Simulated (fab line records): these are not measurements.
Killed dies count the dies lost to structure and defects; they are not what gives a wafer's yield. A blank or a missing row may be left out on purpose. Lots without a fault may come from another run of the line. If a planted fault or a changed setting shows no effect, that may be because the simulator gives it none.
Problem report, 8D (eight disciplines) form, completed by code ; flow nand harc ; the parts of the form that need people (team, actions taken, sign-off) are left out

## 1. WHAT WENT WRONG
thk nm at NHARC_A_ONON_D1_THK_MEAS_05 reads a mean of 1490 nm on 4 wafers of 2 lots; wafers without a fault read 1001 nm with a standard deviation of 9.9. Relative to the usual mean, that is a shift of +49 standard deviations.
The step: measures by ellipsometry.
Earliest sighting: wafer L246.2 on film metro-02 at day 11 15:46. The record has a number at this step for 39 wafers belonging to 13 lots. Rule for "out" (also "out of limits"): further than 4 standard deviations from the usual mean. The other wafers with a number count as sound.

## 2. WHAT IT IS, AND WHAT IT ISN'T
question;is;is not
which readings at this step;thk nm;-
which lots;L246, L249;L237, L238, L241, L243, L253, L255, L256, L257, L258, L259, L260
which wafers of those lots;L246.2, L246.6, L249.2, L249.6;L246.5, L249.5
read on which gauges;film metro-01, film metro-02;-
when;from day 11 15:46;"up to then (13 sound wafers); but 22 sound wafers of L249, L253, L255, L256, L257, L258, L259, L260 came after"

## 3. WHAT RULES OUT EACH SUSPECT
Counting: a tool at a process step up to the reading stays a suspect if it ran every lot that is out. Sound lots after the first of them don't rule it out here, since some wafers of a struck lot are sound.
- the gauge at NHARC_A_ONON_D1_THK_MEAS_05 is ruled out. 2 gauges (film metro-01, film metro-02) read the wafers that are out.
- pecvd onon-04 at NHARC_A_ONON_D1_DEP_03 (target thk 1000 nm): kept. Ran every lot that is out, first one L246 (day 11 15:19); last sound lot up to then L243 (day 10 11:31).
The count leaves pecvd onon-04 at NHARC_A_ONON_D1_DEP_03.

## 4. THE CAUSE (what the simulator had put in)
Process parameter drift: pecvd onon-04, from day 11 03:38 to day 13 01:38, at NHARC_A_ONON_D1_DEP_03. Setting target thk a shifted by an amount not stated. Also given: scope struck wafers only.
After counting, this tool was the only one left.

## 5. SEQUENCE OF EFFECTS, ordered by route
One row per reading whose mean, taken over the struck wafers that have a number, lies over 3 standard deviations from the usual. Only readings for which the record gives a usual standard deviation are gone through. hours: the time from each lot's start at the first step in this table that gives one to its start at this step, as a median over the lots. sigmas: the change in usual standard deviations.
hours;step;reading;usual;on struck wafers;change;sigmas
0;NHARC_A_ONON_D1_THK_MEAS_05;thk nm;1001 nm;1490;+490;+49
403;NHARC_END_SORT_01;killed at array;59;673;+614;+36
403;NHARC_END_SORT_01;killed dies;63;677;+614;+34

## 6. HOW IT WOULD HAVE BEEN CAUGHT EARLIER
12 hours passed between the start of the fault at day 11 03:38 and the first reading out of limits at a measuring or inspecting step in this record, taken at day 11 15:46.
No tool reading at NHARC_A_ONON_D1_DEP_03 that has a usual standard deviation in the record was out on any struck wafer, so an alarm limit of 4 standard deviations on those readings would not have fired.
Lots out: 2; of these, L249 started NHARC_A_ONON_D1_DEP_03 on pecvd onon-04 after day 11 15:46. It would have been spared by a hold on the tool at that moment.
